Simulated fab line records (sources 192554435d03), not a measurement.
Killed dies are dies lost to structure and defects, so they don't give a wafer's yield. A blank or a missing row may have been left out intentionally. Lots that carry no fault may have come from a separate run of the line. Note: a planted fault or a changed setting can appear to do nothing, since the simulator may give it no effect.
Split-lot experiment || flow n5 finfet || 7 lots, 21 wafers read, on a route of 1938 steps

THE SPLIT
At N5_BEOL_M13_SPUTTER_44 (material Ta, target thk 10 nm, time 16.13 s), the setting time s was moved away from the recipe's 16.13 s on 10 of the 21 wafers read, by -12.8% to +4.5%. The other wafers ran this setting at the recipe's value.

The reading is taken at the split's own step.

THE READING
Ta_of_BEOL_M13_SPUTTER_44.thk nm (the simulator's own value, which no gauge read), in nm, at N5_BEOL_M13_SPUTTER_44 (material Ta, target thk 10 nm, time 16.13 s). The file does not state a usual value for it. The 11 wafers here that ran the recipe average 10.1 nm, standard deviation 0.16 nm.

{"wafer": "L075.1", "tool, chamber at the split": "pvd sputter-02, -", "time s as run, s": 16.13, "against the recipe": "recipe", "Ta_of_BEOL_M13_SPUTTER_44.thk nm, nm": 10.2, "against lot-mates on the recipe": "-"}
{"wafer": "L075.3", "tool, chamber at the split": "pvd sputter-02, -", "time s as run, s": 16.13, "against the recipe": "recipe", "Ta_of_BEOL_M13_SPUTTER_44.thk nm, nm": 10, "against lot-mates on the recipe": "-"}
{"wafer": "L075.4", "tool, chamber at the split": "pvd sputter-02, -", "time s as run, s": 16.13, "against the recipe": "recipe", "Ta_of_BEOL_M13_SPUTTER_44.thk nm, nm": 10, "against lot-mates on the recipe": "-"}
{"wafer": "L074.1", "tool, chamber at the split": "pvd sputter-03, -", "time s as run, s": 16.82, "against the recipe": "+4.3%", "Ta_of_BEOL_M13_SPUTTER_44.thk nm, nm": 10.6, "against lot-mates on the recipe": "+0.4"}
{"wafer": "L074.2", "tool, chamber at the split": "pvd sputter-03, -", "time s as run, s": 16.13, "against the recipe": "recipe", "Ta_of_BEOL_M13_SPUTTER_44.thk nm, nm": 10.2, "against lot-mates on the recipe": "-"}
{"wafer": "L074.6", "tool, chamber at the split": "pvd sputter-03, -", "time s as run, s": 16.13, "against the recipe": "recipe", "Ta_of_BEOL_M13_SPUTTER_44.thk nm, nm": 10.2, "against lot-mates on the recipe": "-"}
{"wafer": "L084.1", "tool, chamber at the split": "pvd sputter-03, -", "time s as run, s": 14.06, "against the recipe": "-12.8%", "Ta_of_BEOL_M13_SPUTTER_44.thk nm, nm": 9, "against lot-mates on the recipe": -1.4}
{"wafer": "L084.5", "tool, chamber at the split": "pvd sputter-03, -", "time s as run, s": 14.06, "against the recipe": "-12.8%", "Ta_of_BEOL_M13_SPUTTER_44.thk nm, nm": 9, "against lot-mates on the recipe": -1.4}
{"wafer": "L084.3", "tool, chamber at the split": "pvd sputter-03, -", "time s as run, s": 16.13, "against the recipe": "recipe", "Ta_of_BEOL_M13_SPUTTER_44.thk nm, nm": 10.4, "against lot-mates on the recipe": "-"}
{"wafer": "L088.1", "tool, chamber at the split": "pvd sputter-03, -", "time s as run, s": 14.74, "against the recipe": "-8.6%", "Ta_of_BEOL_M13_SPUTTER_44.thk nm, nm": 9.4, "against lot-mates on the recipe": "no lot-mate on the recipe"}
{"wafer": "L088.5", "tool, chamber at the split": "pvd sputter-03, -", "time s as run, s": 14.74, "against the recipe": "-8.6%", "Ta_of_BEOL_M13_SPUTTER_44.thk nm, nm": 9.4, "against lot-mates on the recipe": "no lot-mate on the recipe"}
{"wafer": "L088.2", "tool, chamber at the split": "pvd sputter-03, -", "time s as run, s": 14.74, "against the recipe": "-8.6%", "Ta_of_BEOL_M13_SPUTTER_44.thk nm, nm": 9.2, "against lot-mates on the recipe": "no lot-mate on the recipe"}
{"wafer": "L091.1", "tool, chamber at the split": "pvd sputter-03, -", "time s as run, s": 14.46, "against the recipe": "-10.4%", "Ta_of_BEOL_M13_SPUTTER_44.thk nm, nm": 9.2, "against lot-mates on the recipe": -1.0}
{"wafer": "L091.6", "tool, chamber at the split": "pvd sputter-03, -", "time s as run, s": 14.46, "against the recipe": "-10.4%", "Ta_of_BEOL_M13_SPUTTER_44.thk nm, nm": 9.2, "against lot-mates on the recipe": -1.0}
{"wafer": "L091.4", "tool, chamber at the split": "pvd sputter-03, -", "time s as run, s": 16.13, "against the recipe": "recipe", "Ta_of_BEOL_M13_SPUTTER_44.thk nm, nm": 10.2, "against lot-mates on the recipe": "-"}
{"wafer": "L089.1", "tool, chamber at the split": "pvd sputter-01, -", "time s as run, s": 16.13, "against the recipe": "recipe", "Ta_of_BEOL_M13_SPUTTER_44.thk nm, nm": 9.8, "against lot-mates on the recipe": "-"}
{"wafer": "L089.2", "tool, chamber at the split": "pvd sputter-01, -", "time s as run, s": 14.23, "against the recipe": "-11.8%", "Ta_of_BEOL_M13_SPUTTER_44.thk nm, nm": 8.8, "against lot-mates on the recipe": -1.1}
{"wafer": "L089.6", "tool, chamber at the split": "pvd sputter-01, -", "time s as run, s": 16.13, "against the recipe": "recipe", "Ta_of_BEOL_M13_SPUTTER_44.thk nm, nm": 10, "against lot-mates on the recipe": "-"}
{"wafer": "L095.1", "tool, chamber at the split": "pvd sputter-01, -", "time s as run, s": 16.13, "against the recipe": "recipe", "Ta_of_BEOL_M13_SPUTTER_44.thk nm, nm": 10, "against lot-mates on the recipe": "-"}
{"wafer": "L095.3", "tool, chamber at the split": "pvd sputter-01, -", "time s as run, s": 16.13, "against the recipe": "recipe", "Ta_of_BEOL_M13_SPUTTER_44.thk nm, nm": 10.2, "against lot-mates on the recipe": "-"}
{"wafer": "L095.5", "tool, chamber at the split": "pvd sputter-01, -", "time s as run, s": 16.85, "against the recipe": "+4.5%", "Ta_of_BEOL_M13_SPUTTER_44.thk nm, nm": 10.6, "against lot-mates on the recipe": "+0.5"}

FIT RESULTS
A straight line over all 21 wafers: Ta_of_BEOL_M13_SPUTTER_44.thk nm changes by +0.0936 nm for each +1% of time s; r = +0.97; the points scatter about the line by 0.14 nm.
The same after taking each lot's own level away (the mean of its wafers on the recipe; 18 wafers): +0.102 nm for each +1%; r = +0.99; scatter 0.08 nm.
That fit puts the effect of the largest move of time s on the reading at 1.3 nm.
The span of the lots' own levels, 9.90 to 10.40 nm, comes to 3.2 times the standard deviation stated above.
The two slopes agree, so the slope changes little with the lot-to-lot level.
Check: -1.28 nm against its lot-mates is what the line predicts for one of the wafers moved furthest among these (-12.8%) when that wafer is left out of the fit. It came out at -1.4 nm against them.

OTHER SPLITS ON THESE WAFERS
Note: prior to the reading, these wafers also went through further splits. Each is held against what the fit with the lots' levels taken away leaves over:
{"other split on the same wafers": "N5_BEOL_M8_ILD_DEP_00 temp c", "wafers away from the commonest value": 11, "r with Ta_of_BEOL_M13_SPUTTER_44.thk nm (lot level and that fit taken away)": "+0.41"}
{"other split on the same wafers": "N5_BEOL_M9_ILD_DEP_00 time s", "wafers away from the commonest value": 10, "r with Ta_of_BEOL_M13_SPUTTER_44.thk nm (lot level and that fit taken away)": -0.22}
{"other split on the same wafers": "N5_BEOL_M10_COAT_60 spin rpm", "wafers away from the commonest value": 7, "r with Ta_of_BEOL_M13_SPUTTER_44.thk nm (lot level and that fit taken away)": "+0.34"}
{"other split on the same wafers": "N5_BEOL_M11_ILD_DEP_00 time s", "wafers away from the commonest value": 10, "r with Ta_of_BEOL_M13_SPUTTER_44.thk nm (lot level and that fit taken away)": "+0.21"}
{"other split on the same wafers": "N5_BEOL_M11_PECVD_70 temp c", "wafers away from the commonest value": 6, "r with Ta_of_BEOL_M13_SPUTTER_44.thk nm (lot level and that fit taken away)": "+0.11"}
{"other split on the same wafers": "N5_BEOL_M12_SPUTTER_44 time s", "wafers away from the commonest value": 7, "r with Ta_of_BEOL_M13_SPUTTER_44.thk nm (lot level and that fit taken away)": -0.10}
{"other split on the same wafers": "N5_BEOL_M13_ETCH_68 time s", "wafers away from the commonest value": 4, "r with Ta_of_BEOL_M13_SPUTTER_44.thk nm (lot level and that fit taken away)": -0.13}

THE FILE'S OWN FIT
Ta_of_BEOL_M13_SPUTTER_44.thk nm changes by +0.101 nm for each +1% of time s, r = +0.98.
